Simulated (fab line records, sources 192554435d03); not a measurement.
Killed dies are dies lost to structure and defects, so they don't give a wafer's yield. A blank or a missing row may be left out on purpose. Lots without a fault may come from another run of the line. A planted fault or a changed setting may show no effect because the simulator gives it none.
Which tool did it? | flow n5_finfet | 7 lots, 19 wafers sampled, at 8 steps of a route of 1938

WHAT THE GAUGES READ, wafer by wafer
N5_BEOL_M13_OCD_MEAS_35.
lot  | measured     | on     | trench_depth_nm (nm)
L764 | day 10 15:41 | ocd-02 | 411 422 408
L765 | day 10 16:19 | ocd-01 | 413 404 404
L769 | day 11 20:10 | ocd-01 | 410 417 414
L783 | day 16 00:20 | ocd-02 | 406 309
L782 | day 16 15:43 | ocd-01 | 308 406
L785 | day 16 20:58 | ocd-02 | 412 417 415
L786 | day 17 05:23 | ocd-01 | 414 410 412

N5_BEOL_M13_THK_MEAS_50: measures by xrf.
lot  | measured     | on            | M13_THK (nm)
L764 | day 10 20:13 | film_metro-02 | 422 433 420
L765 | day 10 21:14 | film_metro-02 | 428 417 415
L769 | day 11 22:43 | film_metro-01 | 427 429 426
L783 | day 16 03:10 | film_metro-01 | 411 314
L782 | day 16 19:38 | film_metro-02 | 317 415
L785 | day 17 01:12 | film_metro-02 | 426 432 427
L786 | day 17 09:22 | film_metro-01 | 419 416 422

N5_BEOL_M13_RS_MEAS_54: measures by four-point-probe.
lot  | measured     | on            | M13_RS (ohm/sq)
L764 | day 10 20:21 | film_metro-01 | 0.0454 0.0442 0.0456
L765 | day 10 21:22 | film_metro-01 | 0.0448 0.0460 0.0461
L769 | day 11 22:50 | film_metro-02 | 0.0451 0.0446 0.0448
L783 | day 16 03:17 | film_metro-01 | 0.0461 0.0612
L782 | day 16 19:46 | film_metro-02 | 0.0606 0.0457
L785 | day 17 01:20 | film_metro-01 | 0.0451 0.0443 0.0448
L786 | day 17 09:29 | film_metro-02 | 0.0450 0.0455 0.0449

N5_BEOL_M15_RC_MEAS_101.
lot  | measured     | on        | etest_temp_c (C)  | COMB_M10 (S/m)             | COMB_M10_max_site (S/m) | COMB_M11 (S/m)             | COMB_M12 (S/m)          | COMB_M14 (S/m)          | COMB_M15 (S/m)          | COMB_M5 (S/m)         | COMB_M6 (S/m)           | COMB_M7 (S/m)           | COMB_M8 (S/m)           | COMB_M9 (S/m)              | SERP_M10 (ohm/um) | SERP_M11 (ohm/um) | SERP_M12 (ohm/um) | SERP_M13 (ohm/um) | SERP_M13_max_site (ohm/um) | SERP_M14 (ohm/um) | SERP_M5 (ohm/um) | SERP_M6 (ohm/um) | SERP_M7 (ohm/um) | SERP_M8 (ohm/um) | SERP_M9 (ohm/um)
L764 | day 11 09:26 | prober-02 | 25.15 24.86 25.03 | 1.2e-11 1.74e-11 1.78e-11  | 1.9e-11 2.2e-11 2.3e-11 | 1.38e-11 1.37e-11 2.01e-11 | 5e-12 5.9e-12 5.9e-12   | 4.3e-12 3.3e-12 4.4e-12 | 1.8e-12 3e-12 2.2e-12   | 5e-11 2.9e-11 4.7e-11 | 2.2e-11 2.2e-11 2.7e-11 | 2.1e-11 2.6e-11 2.5e-11 | 2.4e-11 2.2e-11 3.1e-11 | 1.23e-11 1.41e-11 1.45e-11 | 2.88 2.79 3.09    | 2.92 3.01 2.95    | 0.613 0.665 0.641 | 0.310 0.304 0.308 | 0.315 0.307 0.309          | 0.156 0.158 0.164 | 38.8 37.5 36.7   | 13.8 12.5 13.7   | 13.5 14.1 12.8   | 14.8 14.1 13.6   | 2.98 3.04 3.06
L765 | day 11 14:20 | prober-01 | 25.04 25.01 25.01 | 1.24e-11 1.72e-11 1.32e-11 | 1.8e-11 2.7e-11 2.2e-11 | 1.81e-11 1.46e-11 1.46e-11 | 8.2e-12 8.1e-12 4.3e-12 | 3.5e-12 4.6e-12 3.3e-12 | 2.3e-12 3.1e-12 2.3e-12 | 4e-11 2.4e-11 2.4e-11 | 2.4e-11 2.5e-11 2.3e-11 | 2e-11 2e-11 2.4e-11     | 2.7e-11 3.1e-11 2e-11   | 1.43e-11 1.32e-11 1.42e-11 | 3.09 3.07 3.19    | 3.11 2.98 3.05    | 0.674 0.642 0.672 | 0.303 0.308 0.308 | 0.307 0.309 0.311          | 0.170 0.159 0.163 | 40.3 37.5 41.4   | 14.2 13.5 13.7   | 13.7 14.3 13.8   | 14.4 13.7 15.1   | 3.14 3.13 3.10
L769 | day 12 10:10 | prober-02 | 24.76 24.89 24.90 | 1.18e-11 1.08e-11 1.3e-11  | 1.8e-11 1.5e-11 1.8e-11 | 1.07e-11 2.27e-11 1.17e-11 | 6.7e-12 7.3e-12 6.7e-12 | 4e-12 3.3e-12 3.2e-12   | 3.3e-12 2.4e-12 3e-12   | 3e-11 3.6e-11 3.4e-11 | 2.6e-11 2.1e-11 2.7e-11 | 2.1e-11 2.2e-11 2.1e-11 | 2.5e-11 2.7e-11 2.8e-11 | 1.75e-11 1.62e-11 1.5e-11  | 3.16 3.00 3.10    | 3.10 3.08 3.06    | 0.624 0.596 0.637 | 0.303 0.312 0.303 | 0.306 0.313 0.305          | 0.162 0.162 0.157 | 37.6 39.6 36.2   | 13.2 14.6 13.7   | 13.2 13.9 13.3   | 13.4 14.2 13.7   | 3.13 3.17 3.23
L783 | day 16 20:01 | prober-02 | 25.14 24.93       | 1.26e-11 1.03e-11          | 1.7e-11 1.7e-11         | 1.41e-11 1.16e-11          | 7.3e-12 7.3e-12         | 4.2e-12 4.2e-12         | 2.6e-12 1.8e-12         | 3.2e-11 2.3e-11       | 2.1e-11 1.9e-11         | 3.3e-11 2.8e-11         | 3.5e-11 3.1e-11         | 1.66e-11 1.32e-11          | 3.03 2.81         | 2.99 2.83         | 0.629 0.641       | 0.313 0.420       | 0.316 0.428                | 0.163 0.163       | 38.5 39.0        | 14.4 13.8        | 13.7 13.6        | 12.3 12.0        | 3.07 3.00
L782 | day 17 11:06 | prober-01 | 25.00 25.07       | 1.54e-11 1.04e-11          | 2.6e-11 2.3e-11         | 2.09e-11 1.27e-11          | 4.5e-12 4.6e-12         | 5.1e-12 4.1e-12         | 1.9e-12 2.6e-12         | 3.3e-11 2.7e-11       | 3e-11 3.2e-11           | 3.2e-11 3.3e-11         | 2.8e-11 3.2e-11         | 1.41e-11 1.31e-11          | 3.18 3.08         | 2.98 2.97         | 0.628 0.650       | 0.417 0.314       | 0.420 0.316                | 0.158 0.163       | 36.0 36.8        | 13.5 13.2        | 12.7 13.2        | 14.1 12.5        | 3.04 3.04
L785 | day 17 13:02 | prober-02 | 24.88 25.06 24.98 | 1.86e-11 1.63e-11 1.69e-11 | 2.2e-11 2.2e-11 2.7e-11 | 1.34e-11 1.03e-11 1.41e-11 | 6.2e-12 5.1e-12 9e-12   | 4.9e-12 4e-12 3.4e-12   | 2.4e-12 2.6e-12 2.1e-12 | 2.8e-11 3e-11 2.1e-11 | 2.1e-11 2.3e-11 2.7e-11 | 2.7e-11 3e-11 2.2e-11   | 3e-11 3.5e-11 2.6e-11   | 1.4e-11 1.22e-11 1.23e-11  | 2.92 3.08 3.12    | 2.98 2.86 2.86    | 0.657 0.641 0.655 | 0.302 0.309 0.313 | 0.306 0.314 0.317          | 0.159 0.147 0.157 | 46.3 39.4 40.3   | 13.7 14.4 13.9   | 15.5 14.5 14.6   | 13.9 13.4 13.7   | 2.97 3.00 3.01
L786 | day 17 21:58 | prober-01 | 25.01 25.07 24.81 | 1.26e-11 1.3e-11 1.62e-11  | 1.6e-11 2.6e-11 2e-11   | 1.2e-11 1.7e-11 1.19e-11   | 5.4e-12 6.3e-12 6.9e-12 | 3.9e-12 2.7e-12 4.2e-12 | 2.2e-12 2.1e-12 1.8e-12 | 2.9e-11 3.7e-11 3e-11 | 3.1e-11 3.1e-11 3.1e-11 | 2.6e-11 1.6e-11 2.4e-11 | 2.2e-11 2.6e-11 2.4e-11 | 1.58e-11 1.01e-11 1.35e-11 | 3.08 3.17 3.24    | 3.04 3.09 2.96    | 0.625 0.630 0.606 | 0.300 0.306 0.308 | 0.305 0.309 0.313          | 0.161 0.159 0.162 | 37.6 39.2 38.6   | 13.8 14.0 14.4   | 13.4 13.9 12.8   | 13.7 13.2 13.1   | 3.20 3.13 3.10

WHICH TOOL RAN EACH LOT (tool, then ch and the chambers of the sampled wafers, then the start)
lot  | N5_BEOL_M13_DESCUM_15              | N5_BEOL_M13_ETCH_59                | N5_BEOL_M13_TRENCH_ETCH_34         | N5_BEOL_M13_ETCH_38
L764 | rie_diel-03 ch 0,3, day 10 14:10   | rie_diel-03 ch 0,3, day 10 14:12   | rie_diel-01 ch 0,2,3, day 10 15:31 | rie_diel-01 ch 1,2,3, day 10 18:27
L765 | rie_diel-01 ch 1,2, day 10 14:19   | rie_diel-01 ch 1,2, day 10 14:20   | rie_diel-01 ch 0,2,3, day 10 16:08 | rie_diel-01 ch 0,1,3, day 10 18:41
L769 | rie_diel-03 ch 0,1,3, day 11 18:38 | rie_diel-03 ch 0,1,3, day 11 18:41 | rie_diel-02 ch 0,1,3, day 11 20:00 | rie_diel-02 ch 0,1,3, day 11 21:15
L783 | rie_diel-01 ch 1,2, day 15 22:23   | rie_diel-01 ch 1,2, day 15 22:25   | rie_diel-01 ch 0,3, day 16 00:09   | rie_diel-02 ch 0,3, day 16 01:26
L782 | rie_diel-03 ch 2, day 16 14:04     | rie_diel-03 ch 2, day 16 14:06     | rie_diel-01 ch 0,1, day 16 15:32   | rie_diel-03 ch 0,2, day 16 17:47
L785 | rie_diel-03 ch 0,1, day 16 19:15   | rie_diel-03 ch 0,1, day 16 19:17   | rie_diel-02 ch 0,1,2, day 16 20:47 | rie_diel-02 ch 0,2, day 16 23:42
L786 | rie_diel-01 ch 2,3, day 17 03:35   | rie_diel-01 ch 2,3, day 17 03:37   | rie_diel-02 ch 2,3, day 17 05:13   | rie_diel-01 ch 0,2, day 17 07:51
- N5_BEOL_M13_DESCUM_15: chemistry O2, time 7.9 s.
- N5_BEOL_M13_ETCH_59: etches BARC in N2/H2, target depth 89 nm, overetch 26.7 nm, time 67.9 s.
- N5_BEOL_M13_TRENCH_ETCH_34: etches SiOC in C4F8/O2/Ar, target depth 413.47 nm, time 162.6 s.
- N5_BEOL_M13_ETCH_38: etches SiCN in CF4/N2, target depth 67.5 nm, time 71.9 s.

WHAT THE TOOLS THEMSELVES READ (means of the sampled wafers that have a number; where no wafer has one, the mark that the record gives instead)
N5_BEOL_M13_DESCUM_15.
lot  | tool        | drypump_motor_current_A (A) | oes_product_au (a.u.) | rf_vpp_V (V) | showerhead_plenum_p_Torr (Torr) | throttle_valve_pct (%)
L764 | rie_diel-03 | 5.2                         | 0.72                  | 243.1        | 2.09                            | 20.68
L765 | rie_diel-01 | 6.3                         | 0.68                  | 242.1        | 2.01                            | 20.41
L769 | rie_diel-03 | 5.5                         | 0.72                  | 242.4        | 2.07                            | 20.77
L783 | rie_diel-01 | 6.2                         | 0.92                  | 243.6        | 2.15                            | 20.27
L782 | rie_diel-03 | 5.2                         | 0.93                  | 243.7        | 2.13                            | 20.30
L785 | rie_diel-03 | 5.7                         | 0.78                  | 242.6        | 2.04                            | 20.74
L786 | rie_diel-01 | 6.0                         | 0.83                  | 242.2        | 2.10                            | 20.74

N5_BEOL_M13_ETCH_59.
lot  | tool        | drypump_motor_current_A (A) | oes_product_au (a.u.) | rf_vpp_V (V) | showerhead_plenum_p_Torr (Torr) | throttle_valve_pct (%)
L764 | rie_diel-03 | 5.3                         | 0.61                  | 523.8        | 2.56                            | 18.2
L765 | rie_diel-01 | 6.3                         | 0.59                  | 521.9        | 2.42                            | 17.8
L769 | rie_diel-03 | 5.4                         | 0.61                  | 523.1        | 2.52                            | 18.3
L783 | rie_diel-01 | 6.2                         | 0.79                  | 525.6        | 2.58                            | 17.6
L782 | rie_diel-03 | 5.3                         | 0.78                  | 525.1        | 2.57                            | 17.6
L785 | rie_diel-03 | 5.7                         | 0.66                  | 521.9        | 2.48                            | 18.2
L786 | rie_diel-01 | 6.0                         | 0.71                  | 523.0        | 2.51                            | 18.0

N5_BEOL_M13_TRENCH_ETCH_34.
lot  | tool        | drypump_motor_current_A (A) | oes_product_au (a.u.) | rf_vpp_V (V) | showerhead_plenum_p_Torr (Torr) | throttle_valve_pct (%)
L764 | rie_diel-01 | 5.9                         | 0.75                  | 667          | 3.45                            | 24.34
L765 | rie_diel-01 | 6.0                         | 0.75                  | 667          | 3.45                            | 24.34
L769 | rie_diel-02 | 5.6                         | 0.79                  | 665          | 3.46                            | 24.21
L783 | rie_diel-01 | 6.1                         | 0.74                  | 668          | 3.48                            | 24.26
L782 | rie_diel-01 | 6.0                         | 0.85                  | 668          | 3.53                            | 23.85
L785 | rie_diel-02 | 5.7                         | 0.80                  | 666          | 3.44                            | 24.06
L786 | rie_diel-02 | 5.6                         | 0.87                  | 672          | 3.59                            | 23.84

N5_BEOL_M13_ETCH_38.
lot  | tool        | drypump_motor_current_A (A) | oes_product_au (a.u.) | rf_vpp_V (V) | showerhead_plenum_p_Torr (Torr) | throttle_valve_pct (%)
L764 | rie_diel-01 | 6.3                         | 0.70                  | 381.4        | 2.18                            | 15.65
L765 | rie_diel-01 | 6.2                         | 0.75                  | 382.4        | 2.21                            | 15.41
L769 | rie_diel-02 | 5.6                         | 0.79                  | 383.4        | 2.22                            | 15.31
L783 | rie_diel-02 | 5.4                         | 0.79                  | 382.4        | 2.22                            | 15.31
L782 | rie_diel-03 | 5.4                         | 0.94                  | 383.9        | 2.25                            | 15.39
L785 | rie_diel-02 | 5.4                         | 0.81                  | 382.2        | 2.21                            | 15.29
L786 | rie_diel-01 | 5.6                         | 0.82                  | 382.3        | 2.20                            | 15.36

THE ANSWER, worked out from the rows above alone
Rule: what is usual is taken from the lots themselves. Put in order of their means at a reading, lots are off if they are a third of the lots or fewer, leave a main group of 4 or more, and stand apart from it by a gap of 3 or more times the standard deviation of the main group's means; of several such gaps the widest counts. A main group whose means are all the same, to the digits that the tables above print for the reading, isn't used. A lot without any number at a reading at which 4 lots or more have one is off too. The other lots that the step has rows for count as sound. The gauges are gone through in route order, then the tools' own readings, and for those a lot's mean is taken as printed above. The first step at which some lot is off is used, and at that step the reading that is off furthest; a lot without a number counts as furthest.
Off: L783, L782, at N5_BEOL_M13_OCD_MEAS_35 (trench_depth_nm). The main group: mean 412 nm, standard deviation 2.7.
A tool fits if, at a process step before that reading, it ran every lot that is off, and no sound lot after the first of them. The gauges at N5_BEOL_M13_OCD_MEAS_35 aren't tried: what is off there is off at N5_BEOL_M13_THK_MEAS_50 too, on other tools, and a gauge's error can't cause that. One fits: rie_diel-01 at N5_BEOL_M13_TRENCH_ETCH_34. Its last sound lot is L765 (day 10 16:08), its first lot that is off L783 (day 16 00:09): a fault that began between those two fits.

WHAT THE SIMULATOR HAD PUT IN
Process parameter drift: rie_diel-01, from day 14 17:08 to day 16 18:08, at N5_BEOL_M13_TRENCH_ETCH_34. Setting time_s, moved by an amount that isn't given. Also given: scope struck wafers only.
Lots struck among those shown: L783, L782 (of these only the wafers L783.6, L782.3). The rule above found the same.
